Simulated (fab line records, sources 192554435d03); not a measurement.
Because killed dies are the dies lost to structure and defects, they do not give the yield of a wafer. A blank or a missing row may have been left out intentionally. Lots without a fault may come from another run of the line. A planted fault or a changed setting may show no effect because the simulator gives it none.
Which tool is to blame? || flow n5 finfet || 24 lots, 72 wafers sampled, at 3 steps of a route of 1938

## WHAT THE GAUGES SHOWED, per wafer
N5_BEOL_M3_CD_MEAS_35: target cd 18 nm, target cd y 21 nm. Usual: cd nm at 17.9 nm, with a standard deviation of 0.3.
{"lot": "L075", "measured": "day 8 01:29", "on": "cd sem-01", "cd nm (nm)": "18.0 18.0 17.2", "flag": ""}
{"lot": "L074", "measured": "day 8 07:15", "on": "cd sem-03", "cd nm (nm)": "17.5 17.6 17.5", "flag": ""}
{"lot": "L076", "measured": "day 8 14:18", "on": "cd sem-01", "cd nm (nm)": "17.9 17.2 17.6", "flag": ""}
{"lot": "L077", "measured": "day 8 14:26", "on": "cd sem-03", "cd nm (nm)": "17.8 17.7 17.9", "flag": ""}
{"lot": "L078", "measured": "day 8 17:15", "on": "cd sem-02", "cd nm (nm)": "17.8 18.4 17.6", "flag": ""}
{"lot": "L080", "measured": "day 9 02:18", "on": "cd sem-01", "cd nm (nm)": "17.9 17.8 17.6", "flag": ""}
{"lot": "L079", "measured": "day 9 07:50", "on": "cd sem-02", "cd nm (nm)": "17.6 18.0 18.0", "flag": ""}
{"lot": "L081", "measured": "day 9 09:02", "on": "cd sem-01", "cd nm (nm)": "17.7 17.7 18.3", "flag": ""}
{"lot": "L082", "measured": "day 9 12:59", "on": "cd sem-01", "cd nm (nm)": "18.0 18.7 18.0", "flag": ""}
{"lot": "L083", "measured": "day 9 13:01", "on": "cd sem-03", "cd nm (nm)": "18.5 17.7 18.3", "flag": ""}
{"lot": "L084", "measured": "day 10 00:49", "on": "cd sem-02", "cd nm (nm)": "17.5 18.6 18.1", "flag": ""}
{"lot": "L085", "measured": "day 10 08:40", "on": "cd sem-02", "cd nm (nm)": "17.9 17.7 17.9", "flag": ""}
{"lot": "L086", "measured": "day 10 14:29", "on": "cd sem-02", "cd nm (nm)": "17.9 17.9 17.3", "flag": ""}
{"lot": "L087", "measured": "day 11 10:16", "on": "cd sem-03", "cd nm (nm)": "17.9 17.9 18.1", "flag": ""}
{"lot": "L088", "measured": "day 11 12:53", "on": "cd sem-03", "cd nm (nm)": "18.4 17.8 18.4", "flag": ""}
{"lot": "L089", "measured": "day 11 16:35", "on": "cd sem-03", "cd nm (nm)": "17.8 17.8 17.7", "flag": ""}
{"lot": "L090", "measured": "day 11 12:49", "on": "cd sem-01", "cd nm (nm)": "18.2 18.2 17.9", "flag": ""}
{"lot": "L091", "measured": "day 11 23:31", "on": "cd sem-02", "cd nm (nm)": "17.9 17.9 17.9", "flag": ""}
{"lot": "L092", "measured": "day 12 00:05", "on": "cd sem-03", "cd nm (nm)": "17.8 17.9 18.2", "flag": ""}
{"lot": "L093", "measured": "day 12 03:51", "on": "cd sem-03", "cd nm (nm)": "17.8 17.7 17.5", "flag": ""}
{"lot": "L094", "measured": "day 12 20:14", "on": "cd sem-01", "cd nm (nm)": "17.5 17.2 18.1", "flag": ""}
{"lot": "L095", "measured": "day 13 01:39", "on": "cd sem-01", "cd nm (nm)": "18.0 18.3 18.0", "flag": ""}
{"lot": "L096", "measured": "day 13 09:09", "on": "cd sem-03", "cd nm (nm)": "17.7 17.7 18.0", "flag": ""}
{"lot": "L097", "measured": "day 13 08:49", "on": "cd sem-02", "cd nm (nm)": "18.3 18.2 18.1", "flag": ""}

## EACH LOT AND THE TOOL THAT RAN IT (in order: tool; ch and the chambers of the sampled wafers; start)
{"lot": "L075", "N5_BEOL_M3_PECVD_72": "pecvd-01 ch 1,2, day 7 03:27", "N5_BEOL_M3_DESCUM_33": "rie diel-04 ch 0,1, day 7 05:03"}
{"lot": "L074", "N5_BEOL_M3_PECVD_72": "pecvd-03 ch 0,1,2, day 7 16:10", "N5_BEOL_M3_DESCUM_33": "rie diel-06 ch 0,2,3, day 7 19:50"}
{"lot": "L076", "N5_BEOL_M3_PECVD_72": "pecvd-03 ch 1,2, day 7 22:47", "N5_BEOL_M3_DESCUM_33": "rie diel-04 ch 0,1, day 8 02:44"}
{"lot": "L077", "N5_BEOL_M3_PECVD_72": "pecvd-03 ch 0,1, day 8 05:29", "N5_BEOL_M3_DESCUM_33": "rie diel-04 ch 0,1,2, day 8 08:57"}
{"lot": "L078", "N5_BEOL_M3_PECVD_72": "pecvd-03 ch 0,1,2, day 8 09:05", "N5_BEOL_M3_DESCUM_33": "rie diel-06 ch 0,2, day 8 12:05"}
{"lot": "L080", "N5_BEOL_M3_PECVD_72": "pecvd-01 ch 0,1,2, day 8 14:56", "N5_BEOL_M3_DESCUM_33": "rie diel-06 ch 0,1,2, day 8 16:38"}
{"lot": "L079", "N5_BEOL_M3_PECVD_72": "pecvd-03 ch 0,1,2, day 8 15:31", "N5_BEOL_M3_DESCUM_33": "rie diel-06 ch 1,2,3, day 8 18:40"}
{"lot": "L081", "N5_BEOL_M3_PECVD_72": "pecvd-03 ch 1,2, day 8 21:20", "N5_BEOL_M3_DESCUM_33": "rie diel-04 ch 1,2, day 8 23:54"}
{"lot": "L082", "N5_BEOL_M3_PECVD_72": "pecvd-01 ch 1,2, day 9 03:04", "N5_BEOL_M3_DESCUM_33": "rie diel-03 ch 1,2,3, day 9 04:36"}
{"lot": "L083", "N5_BEOL_M3_PECVD_72": "pecvd-04 ch 0,2, day 9 03:25", "N5_BEOL_M3_DESCUM_33": "rie diel-04 ch 0,2,3, day 9 06:30"}
{"lot": "L084", "N5_BEOL_M3_PECVD_72": "pecvd-04 ch 0,1,2, day 9 21:37", "N5_BEOL_M3_DESCUM_33": "rie diel-03 ch 0,1,2, day 9 23:23"}
{"lot": "L085", "N5_BEOL_M3_PECVD_72": "pecvd-01 ch 1,2, day 10 05:40", "N5_BEOL_M3_DESCUM_33": "rie diel-03 ch 1,3, day 10 07:47"}
{"lot": "L086", "N5_BEOL_M3_PECVD_72": "pecvd-03 ch 0,1, day 10 06:12", "N5_BEOL_M3_DESCUM_33": "rie diel-06 ch 0,1,3, day 10 07:50"}
{"lot": "L087", "N5_BEOL_M3_PECVD_72": "pecvd-03 ch 0,1, day 10 18:43", "N5_BEOL_M3_DESCUM_33": "rie diel-04 ch 0,1,3, day 10 20:13"}
{"lot": "L088", "N5_BEOL_M3_PECVD_72": "pecvd-03 ch 1,2, day 10 19:26", "N5_BEOL_M3_DESCUM_33": "rie diel-06 ch 0,1,3, day 11 00:40"}
{"lot": "L089", "N5_BEOL_M3_PECVD_72": "pecvd-03 ch 0,2, day 10 22:35", "N5_BEOL_M3_DESCUM_33": "rie diel-03 ch 1,2,3, day 11 01:26"}
{"lot": "L090", "N5_BEOL_M3_PECVD_72": "pecvd-01 ch 0,2, day 11 00:18", "N5_BEOL_M3_DESCUM_33": "rie diel-03 ch 2,3, day 11 02:00"}
{"lot": "L091", "N5_BEOL_M3_PECVD_72": "pecvd-03 ch 0,1, day 11 11:00", "N5_BEOL_M3_DESCUM_33": "rie diel-04 ch 0,3, day 11 13:43"}
{"lot": "L092", "N5_BEOL_M3_PECVD_72": "pecvd-03 ch 0,2, day 11 14:08", "N5_BEOL_M3_DESCUM_33": "rie diel-06 ch 0,1,3, day 11 17:58"}
{"lot": "L093", "N5_BEOL_M3_PECVD_72": "pecvd-04 ch 0,1, day 11 17:08", "N5_BEOL_M3_DESCUM_33": "rie diel-04 ch 0,1,3, day 11 18:58"}
{"lot": "L094", "N5_BEOL_M3_PECVD_72": "pecvd-04 ch 0,1, day 12 08:22", "N5_BEOL_M3_DESCUM_33": "rie diel-03 ch 0,1,2, day 12 12:09"}
{"lot": "L095", "N5_BEOL_M3_PECVD_72": "pecvd-01 ch 0,1,2, day 12 08:39", "N5_BEOL_M3_DESCUM_33": "rie diel-03 ch 1,2, day 12 12:45"}
{"lot": "L096", "N5_BEOL_M3_PECVD_72": "pecvd-01 ch 1,2, day 12 17:01", "N5_BEOL_M3_DESCUM_33": "rie diel-03 ch 0,3, day 12 21:10"}
{"lot": "L097", "N5_BEOL_M3_PECVD_72": "pecvd-01 ch 0,1,2, day 12 20:38", "N5_BEOL_M3_DESCUM_33": "rie diel-06 ch 0,2,3, day 12 22:28"}
- N5_BEOL_M3_PECVD_72: deposits SiO2 from TEOS/O2, target thk 16 nm, time 18 s.
- N5_BEOL_M3_DESCUM_33: chemistry O2, time 7 s.

## WHAT THE TOOLS THEMSELVES READ (means of the sampled wafers that have a number; where no wafer has one, the mark that the record gives instead)
N5_BEOL_M3_PECVD_72. Usual: heater power w 717 W, standard deviation 88; showerhead plenum p Torr 8.83 Torr, standard deviation 0.072; throttle valve pct 22.4 %, standard deviation 1.5.
{"lot": "L075", "tool": "pecvd-01", "heater power w (W)": 673, "showerhead plenum p Torr (Torr)": 8.84, "throttle valve pct (%)": 22.9, "flag": ""}
{"lot": "L074", "tool": "pecvd-03", "heater power w (W)": 742, "showerhead plenum p Torr (Torr)": 8.83, "throttle valve pct (%)": 21.8, "flag": ""}
{"lot": "L076", "tool": "pecvd-03", "heater power w (W)": 705, "showerhead plenum p Torr (Torr)": 8.83, "throttle valve pct (%)": 21.9, "flag": ""}
{"lot": "L077", "tool": "pecvd-03", "heater power w (W)": 719, "showerhead plenum p Torr (Torr)": 8.89, "throttle valve pct (%)": 22.1, "flag": ""}
{"lot": "L078", "tool": "pecvd-03", "heater power w (W)": 698, "showerhead plenum p Torr (Torr)": 8.83, "throttle valve pct (%)": 21.6, "flag": ""}
{"lot": "L080", "tool": "pecvd-01", "heater power w (W)": 682, "showerhead plenum p Torr (Torr)": 8.85, "throttle valve pct (%)": 23.0, "flag": ""}
{"lot": "L079", "tool": "pecvd-03", "heater power w (W)": 741, "showerhead plenum p Torr (Torr)": 8.82, "throttle valve pct (%)": 21.8, "flag": ""}
{"lot": "L081", "tool": "pecvd-03", "heater power w (W)": 714, "showerhead plenum p Torr (Torr)": 8.89, "throttle valve pct (%)": 22.2, "flag": ""}
{"lot": "L082", "tool": "pecvd-01", "heater power w (W)": 672, "showerhead plenum p Torr (Torr)": 8.84, "throttle valve pct (%)": 23.2, "flag": ""}
{"lot": "L083", "tool": "pecvd-04", "heater power w (W)": 751, "showerhead plenum p Torr (Torr)": 8.79, "throttle valve pct (%)": 22.7, "flag": ""}
{"lot": "L084", "tool": "pecvd-04", "heater power w (W)": 681, "showerhead plenum p Torr (Torr)": 8.80, "throttle valve pct (%)": 22.9, "flag": ""}
{"lot": "L085", "tool": "pecvd-01", "heater power w (W)": 636, "showerhead plenum p Torr (Torr)": 8.85, "throttle valve pct (%)": 23.1, "flag": ""}
{"lot": "L086", "tool": "pecvd-03", "heater power w (W)": 761, "showerhead plenum p Torr (Torr)": 8.90, "throttle valve pct (%)": 22.2, "flag": ""}
{"lot": "L087", "tool": "pecvd-03", "heater power w (W)": 778, "showerhead plenum p Torr (Torr)": 8.83, "throttle valve pct (%)": 21.8, "flag": ""}
{"lot": "L088", "tool": "pecvd-03", "heater power w (W)": 724, "showerhead plenum p Torr (Torr)": 8.82, "throttle valve pct (%)": 21.5, "flag": ""}
{"lot": "L089", "tool": "pecvd-03", "heater power w (W)": 674, "showerhead plenum p Torr (Torr)": 8.76, "throttle valve pct (%)": 21.0, "flag": ""}
{"lot": "L090", "tool": "pecvd-01", "heater power w (W)": 756, "showerhead plenum p Torr (Torr)": 8.85, "throttle valve pct (%)": 23.3, "flag": ""}
{"lot": "L091", "tool": "pecvd-03", "heater power w (W)": 811, "showerhead plenum p Torr (Torr)": 8.83, "throttle valve pct (%)": 22.1, "flag": ""}
{"lot": "L092", "tool": "pecvd-03", "heater power w (W)": 731, "showerhead plenum p Torr (Torr)": 8.76, "throttle valve pct (%)": 21.0, "flag": ""}
{"lot": "L093", "tool": "pecvd-04", "heater power w (W)": 724, "showerhead plenum p Torr (Torr)": 8.80, "throttle valve pct (%)": 23.1, "flag": ""}
{"lot": "L094", "tool": "pecvd-04", "heater power w (W)": 680, "showerhead plenum p Torr (Torr)": 8.81, "throttle valve pct (%)": 23.0, "flag": ""}
{"lot": "L095", "tool": "pecvd-01", "heater power w (W)": 668, "showerhead plenum p Torr (Torr)": 8.86, "throttle valve pct (%)": 23.2, "flag": ""}
{"lot": "L096", "tool": "pecvd-01", "heater power w (W)": 728, "showerhead plenum p Torr (Torr)": 8.83, "throttle valve pct (%)": 21.6, "flag": ""}
{"lot": "L097", "tool": "pecvd-01", "heater power w (W)": 685, "showerhead plenum p Torr (Torr)": 8.86, "throttle valve pct (%)": 23.2, "flag": ""}

N5_BEOL_M3_DESCUM_33. Usual: drypump motor current A 5.9 A, standard deviation 0.37; oes product au 0.77 a.u., standard deviation 0.083; rf vpp V 243.3 V, standard deviation 1.3; showerhead plenum p Torr 2.10 Torr, standard deviation 0.062; temp c 40.00 C, standard deviation 0.11; throttle valve pct 20.48 %, standard deviation 0.26.
{"lot": "L075", "tool": "rie diel-04", "drypump motor current A (A)": 6.2, "oes product au (a.u.)": 0.84, "rf vpp V (V)": 244.4, "showerhead plenum p Torr (Torr)": 2.15, "temp c (C)": 39.96, "throttle valve pct (%)": 20.11, "flag": ""}
{"lot": "L074", "tool": "rie diel-06", "drypump motor current A (A)": 5.6, "oes product au (a.u.)": 0.74, "rf vpp V (V)": 241.8, "showerhead plenum p Torr (Torr)": 2.03, "temp c (C)": 39.96, "throttle valve pct (%)": 20.62, "flag": ""}
{"lot": "L076", "tool": "rie diel-04", "drypump motor current A (A)": 6.2, "oes product au (a.u.)": 0.79, "rf vpp V (V)": 244.2, "showerhead plenum p Torr (Torr)": 2.16, "temp c (C)": 40.10, "throttle valve pct (%)": 20.22, "flag": ""}
{"lot": "L077", "tool": "rie diel-04", "drypump motor current A (A)": 6.3, "oes product au (a.u.)": 0.76, "rf vpp V (V)": 244.2, "showerhead plenum p Torr (Torr)": 2.15, "temp c (C)": 39.98, "throttle valve pct (%)": 20.35, "flag": ""}
{"lot": "L078", "tool": "rie diel-06", "drypump motor current A (A)": 5.5, "oes product au (a.u.)": 0.78, "rf vpp V (V)": 242.0, "showerhead plenum p Torr (Torr)": 2.05, "temp c (C)": 40.01, "throttle valve pct (%)": 20.52, "flag": ""}
{"lot": "L080", "tool": "rie diel-06", "drypump motor current A (A)": 5.4, "oes product au (a.u.)": 0.76, "rf vpp V (V)": 242.7, "showerhead plenum p Torr (Torr)": 2.07, "temp c (C)": 40.01, "throttle valve pct (%)": 20.60, "flag": ""}
{"lot": "L079", "tool": "rie diel-06", "drypump motor current A (A)": 5.6, "oes product au (a.u.)": 0.76, "rf vpp V (V)": 241.9, "showerhead plenum p Torr (Torr)": 2.04, "temp c (C)": 39.94, "throttle valve pct (%)": 20.53, "flag": ""}
{"lot": "L081", "tool": "rie diel-04", "drypump motor current A (A)": 6.4, "oes product au (a.u.)": 0.70, "rf vpp V (V)": 244.2, "showerhead plenum p Torr (Torr)": 2.15, "temp c (C)": 40.05, "throttle valve pct (%)": 20.58, "flag": ""}
{"lot": "L082", "tool": "rie diel-03", "drypump motor current A (A)": 5.9, "oes product au (a.u.)": 0.83, "rf vpp V (V)": 244.0, "showerhead plenum p Torr (Torr)": 2.12, "temp c (C)": 40.03, "throttle valve pct (%)": 20.27, "flag": ""}
{"lot": "L083", "tool": "rie diel-04", "drypump motor current A (A)": 5.9, "oes product au (a.u.)": 0.75, "rf vpp V (V)": 244.1, "showerhead plenum p Torr (Torr)": 2.15, "temp c (C)": 39.95, "throttle valve pct (%)": 20.49, "flag": ""}
{"lot": "L084", "tool": "rie diel-03", "drypump motor current A (A)": 5.9, "oes product au (a.u.)": 0.73, "rf vpp V (V)": 243.4, "showerhead plenum p Torr (Torr)": 2.11, "temp c (C)": 39.97, "throttle valve pct (%)": 20.58, "flag": ""}
{"lot": "L085", "tool": "rie diel-03", "drypump motor current A (A)": 5.9, "oes product au (a.u.)": 0.77, "rf vpp V (V)": 244.3, "showerhead plenum p Torr (Torr)": 2.14, "temp c (C)": 39.96, "throttle valve pct (%)": 20.32, "flag": ""}
{"lot": "L086", "tool": "rie diel-06", "drypump motor current A (A)": 5.6, "oes product au (a.u.)": 0.71, "rf vpp V (V)": 242.4, "showerhead plenum p Torr (Torr)": 2.05, "temp c (C)": 39.96, "throttle valve pct (%)": 20.72, "flag": ""}
{"lot": "L087", "tool": "rie diel-04", "drypump motor current A (A)": 5.9, "oes product au (a.u.)": 0.76, "rf vpp V (V)": 243.7, "showerhead plenum p Torr (Torr)": 2.15, "temp c (C)": 39.96, "throttle valve pct (%)": 20.38, "flag": ""}
{"lot": "L088", "tool": "rie diel-06", "drypump motor current A (A)": 5.6, "oes product au (a.u.)": 0.71, "rf vpp V (V)": 243.1, "showerhead plenum p Torr (Torr)": 2.05, "temp c (C)": 39.96, "throttle valve pct (%)": 20.73, "flag": ""}
{"lot": "L089", "tool": "rie diel-03", "drypump motor current A (A)": 5.9, "oes product au (a.u.)": 0.81, "rf vpp V (V)": 244.1, "showerhead plenum p Torr (Torr)": 2.11, "temp c (C)": 40.06, "throttle valve pct (%)": 20.28, "flag": ""}
{"lot": "L090", "tool": "rie diel-03", "drypump motor current A (A)": 5.9, "oes product au (a.u.)": 0.84, "rf vpp V (V)": 241.8, "showerhead plenum p Torr (Torr)": 2.07, "temp c (C)": 40.03, "throttle valve pct (%)": 20.24, "flag": ""}
{"lot": "L091", "tool": "rie diel-04", "drypump motor current A (A)": 5.6, "oes product au (a.u.)": 0.77, "rf vpp V (V)": 243.4, "showerhead plenum p Torr (Torr)": 2.15, "temp c (C)": 40.04, "throttle valve pct (%)": 20.52, "flag": ""}
{"lot": "L092", "tool": "rie diel-06", "drypump motor current A (A)": 5.6, "oes product au (a.u.)": 0.70, "rf vpp V (V)": 242.6, "showerhead plenum p Torr (Torr)": 2.05, "temp c (C)": 39.87, "throttle valve pct (%)": 20.73, "flag": ""}
{"lot": "L093", "tool": "rie diel-04", "drypump motor current A (A)": 5.9, "oes product au (a.u.)": 0.76, "rf vpp V (V)": 244.5, "showerhead plenum p Torr (Torr)": 2.15, "temp c (C)": 40.04, "throttle valve pct (%)": 20.41, "flag": ""}
{"lot": "L094", "tool": "rie diel-03", "drypump motor current A (A)": 5.9, "oes product au (a.u.)": 0.82, "rf vpp V (V)": 243.5, "showerhead plenum p Torr (Torr)": 2.11, "temp c (C)": 39.90, "throttle valve pct (%)": 20.46, "flag": ""}
{"lot": "L095", "tool": "rie diel-03", "drypump motor current A (A)": 5.7, "oes product au (a.u.)": 0.76, "rf vpp V (V)": 243.3, "showerhead plenum p Torr (Torr)": 2.07, "temp c (C)": 40.16, "throttle valve pct (%)": 20.41, "flag": ""}
{"lot": "L096", "tool": "rie diel-03", "drypump motor current A (A)": 6.2, "oes product au (a.u.)": 0.93, "rf vpp V (V)": 244.2, "showerhead plenum p Torr (Torr)": 2.15, "temp c (C)": 40.06, "throttle valve pct (%)": 20.37, "flag": ""}
{"lot": "L097", "tool": "rie diel-06", "drypump motor current A (A)": 5.6, "oes product au (a.u.)": 0.72, "rf vpp V (V)": 241.6, "showerhead plenum p Torr (Torr)": 2.02, "temp c (C)": 39.98, "throttle valve pct (%)": 20.68, "flag": ""}

## THE ANSWER, worked out from the rows above alone
Rule: a lot is off if the mean of its wafers that have a number lies more than 3 standard deviations from the usual mean. A lot without any number at a reading at which 4 lots or more have one is off too. Any other lot the step has rows for is counted as sound. The gauges are gone through in route order, then the tools' own readings, and for those a lot's mean is taken as printed above. The first step at which some lot is off is used, and at that step the reading that is off furthest; a lot without a number counts as furthest.
Across all readings shown, no lot is off: no conclusion can be drawn from this.

## WHAT WAS PUT IN BY THE SIMULATOR
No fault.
